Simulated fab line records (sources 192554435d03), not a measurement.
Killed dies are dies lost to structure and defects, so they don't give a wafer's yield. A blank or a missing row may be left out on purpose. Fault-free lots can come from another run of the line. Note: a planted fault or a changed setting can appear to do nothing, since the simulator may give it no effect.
Chamber matching -- flow n5-finfet -- N5_BEOL_M1_PECVD_72 on pecvd-02 has 3 sister chambers
The step deposits SiO2 from TEOS/O2, target thk 16 nm, time 18 s. 14 wafers are shown with their chamber, then 7 later ones without.

## WAFERS WITH THEIR CHAMBER
wafer,chamber,throttle-valve-pct (%),showerhead-plenum-p-Torr (Torr),heater-power-w (W)
L076.2,1,23.5,8.72,799
L076.5,2,21.4,8.82,710
L076.6,0,23.0,8.75,753
L075.1,1,23.3,8.74,820
L075.4,2,21.7,8.81,714
L075.5,1,23.1,8.71,815
L080.2,0,23.0,8.78,726
L080.4,1,23.4,8.73,793
L080.5,0,23.1,8.79,723
L082.1,1,23.4,8.70,823
L082.3,2,21.9,8.83,652
L082.6,1,23.4,8.73,833
L088.1,1,23.0,8.74,699
L088.5,2,22.0,8.80,647

SIGNATURES (means of the wafers above)
reading,chamber 0,chamber 1,chamber 2,scatter within a chamber
throttle-valve-pct,23.033,23.300,21.750,0.195
showerhead-plenum-p-Torr,8.7733,8.7243,8.8150,0.0158
heater-power-w,734.00,797.43,680.75,39.2
Rule: a wafer lies at a distance from a chamber equal to the root of the sum of squares, over the readings, of (its reading less the chamber's mean, divided by the reading's scatter). The wafer belongs to the nearest chamber; if the next one is less than 2 further off, it can't be placed. The scatter: take each reading less its chamber's mean, square it, sum over the shown wafers, divide by the number of wafers less the number of chambers, and take the root.

## WAFERS WITHOUT THEIR CHAMBER
wafer,throttle-valve-pct (%),showerhead-plenum-p-Torr (Torr),heater-power-w (W)
L088.6,22.7,8.78,781
L089.1,23.2,8.81,808
L089.2,23.3,8.74,752
L089.5,22.0,8.82,620
L095.1,22.9,8.76,721
L095.3,23.3,8.73,793
L095.6,23.2,8.73,829

## THE CHAMBER EACH PASSED THROUGH
wafer,from the rows above,in truth
L088.6,0,0
L089.1,0,0
L089.2,can't be placed: 1 or 0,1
L089.5,2,2
L095.1,0,0
L095.3,1,1
L095.6,1,1
Correct placement for 6 of the 7. Can't be placed from these rows: 1 (the true chamber is among the candidates in 1). Wrongly placed: 0.
